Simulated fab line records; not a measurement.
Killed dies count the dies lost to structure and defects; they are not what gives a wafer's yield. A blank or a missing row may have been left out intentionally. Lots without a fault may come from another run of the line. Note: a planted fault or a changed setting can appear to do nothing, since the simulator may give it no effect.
One fault seen from 2 desks || flow n5-finfet || numbers are kept per desk, each desk with only its own; the story behind them comes last

AT THE TOOL OWNER'S DESK: rie-diel-06
The tool's own readings at N5_DUMMY_GATE_ETCH_42 (etches SiO2 in CHF3/O2, target depth 3.5 nm, time 31 s): means of the sampled wafers that have a number, for each lot that ran on this tool. Marked OUT: a lot whose mean sits more than 4 standard deviations from the usual mean, which makes it out of limits; the brackets give that distance.
Columns: A = drypump-motor-current-A at N5_DUMMY_GATE_ETCH_42, usual 5.6 A; B = oes-product-au at N5_DUMMY_GATE_ETCH_42, usual 0.81 a.u.; C = rf-vpp-V at N5_DUMMY_GATE_ETCH_42, usual 42.5 V; D = showerhead-plenum-p-Torr at N5_DUMMY_GATE_ETCH_42, usual 2.41 Torr; E = throttle-valve-pct at N5_DUMMY_GATE_ETCH_42, usual 18.70 %
{"lot": "L363", "first seen here": "day 3 23:43", "A": 5.7, "B": 1.01, "C": 42.7, "D": 2.46, "E": 18.44}
{"lot": "L365", "first seen here": "day 4 11:05", "A": 5.6, "B": 1.01, "C": 41.8, "D": 2.37, "E": 18.67}
{"lot": "L378", "first seen here": "day 7 16:58", "A": 5.7, "B": 0.81, "C": 43.0, "D": 2.29, "E": 18.83}
{"lot": "L380", "first seen here": "day 8 07:27", "A": 5.7, "B": 0.86, "C": 42.7, "D": 2.45, "E": 18.49}
{"lot": "L382", "first seen here": "day 8 18:21", "A": 5.7, "B": 0.91, "C": 42.5, "D": 2.43, "E": 18.64}
This desk's finding: nothing out of limits on any of the 5 lots.

AT THE METROLOGY DESK
What the gauges read, lot by lot, whatever tool the lot ran on: means of the sampled wafers that have a number. Marked OUT: a lot whose mean sits more than 4 standard deviations from the usual mean, which makes it out of limits; the brackets give that distance. Only the readings that lie furthest out on some lot appear, 7 of the 11 it has.
Columns: A = DIBL_N at N5_BEOL_M4_RC_MEAS_101, usual 36.0 mV/V; B = DIBL_P at N5_BEOL_M4_RC_MEAS_101, usual 36.1 mV/V; C = IOFF_N at N5_BEOL_M4_RC_MEAS_101, usual 0.153 nA/um; D = ION_P at N5_BEOL_M4_RC_MEAS_101, usual 463 uA/um; E = SS_N at N5_BEOL_M4_RC_MEAS_101, usual 71.5 mV/dec; F = SS_P at N5_BEOL_M4_RC_MEAS_101, usual 73.3 mV/dec; G = VT_N at N5_BEOL_M4_RC_MEAS_101, usual 250.1 mV
{"lot": "L363", "first seen here": "day 3 23:40", "A": 35.8, "B": 36.9, "C": 0.157, "D": 461, "E": 71.2, "F": 73.4, "G": 249.7}
{"lot": "L364", "first seen here": "day 4 06:15", "A": 39.0, "B": 38.4, "C": 0.186, "D": 470, "E": 71.4, "F": 74.2, "G": 247.8}
{"lot": "L365", "first seen here": "day 4 11:01", "A": 35.5, "B": 35.3, "C": 0.137, "D": 459, "E": 71.2, "F": 72.9, "G": 253.4}
{"lot": "L371", "first seen here": "day 6 05:47", "A": 36.7, "B": 37.0, "C": 0.176, "D": 466, "E": 72.0, "F": 73.4, "G": 247.1}
{"lot": "L378", "first seen here": "day 7 16:55", "A": 35.7, "B": 34.9, "C": 0.143, "D": 467, "E": 71.4, "F": 73.0, "G": 249.2}
{"lot": "L379", "first seen here": "day 8 00:21", "A": 36.3, "B": 37.3, "C": 0.150, "D": 465, "E": 71.9, "F": 73.4, "G": 250.3}
{"lot": "L380", "first seen here": "day 8 07:25", "A": 34.2, "B": 35.2, "C": 0.138, "D": 454, "E": 70.5, "F": 73.3, "G": 249.0}
{"lot": "L381", "first seen here": "day 8 11:01", "A": 35.7, "B": 34.8, "C": 0.144, "D": 459, "E": 71.2, "F": 72.5, "G": 251.8}
{"lot": "L382", "first seen here": "day 8 18:16", "A": 34.3, "B": 35.9, "C": 0.141, "D": 463, "E": 71.5, "F": 73.3, "G": 251.1}
This desk's finding: nothing out of limits on any of the 9 lots.

PUT TOGETHER
The desk of the tool owner found nothing out of limits.
At the metrology desk, nothing out of limits was observed.

WHAT WAS PUT IN BY THE SIMULATOR
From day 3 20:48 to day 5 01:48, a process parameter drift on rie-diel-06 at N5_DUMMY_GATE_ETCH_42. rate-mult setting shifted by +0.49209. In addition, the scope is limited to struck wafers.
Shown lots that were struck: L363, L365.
